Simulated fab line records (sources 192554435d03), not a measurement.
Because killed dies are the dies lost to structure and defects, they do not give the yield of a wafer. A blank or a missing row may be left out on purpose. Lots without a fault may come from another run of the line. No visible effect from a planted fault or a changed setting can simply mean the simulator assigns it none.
Matching of chambers	flow n5_finfet	4 sister chambers for N5_ILD0_LINER_00 on ald_sin-02
The step material SiNx, target thk 4 nm, pulse time 1 s, purge time 2 s. 4 wafers are shown with their chamber, then 7 later ones without.

== WAFERS PAIRED WITH THEIR CHAMBERS ==
wafer	chamber	heater_power_w (W)
L085.3	2	706
L086.1	3	765
L087.1	0	825
L087.4	1	943

== WAFERS WITH NO CHAMBER GIVEN ==
wafer	heater_power_w (W)
L087.5	710
L088.1	931
L088.3	820
L088.6	949
L091.2	829
L091.4	687
L091.5	989

== WHICH CHAMBER EACH ONE RAN IN ==
wafer	from the rows above	in truth
L087.5	2	2
L088.1	1	1
L088.3	0	0
L088.6	1	1
L091.2	0	0
L091.4	2	2
L091.5	1	1
7 of 7 placed correctly. Can't be placed from these rows: 0. Wrongly placed: 0.
How it was worked out, from the rows above alone: a wafer's distance from a chamber is the root of the sum, over the readings, of the square of ((its reading less the chamber's mean) divided by the reading's scatter). If the next closest chamber is less than 2 further off than the closest, the wafer can't be placed; otherwise it belongs to the closest. A chamber's mean is the mean of its shown wafers. The scatter: with one shown wafer a chamber, the root of the mean of the squares of how far each hidden wafer lies from its nearest shown one.
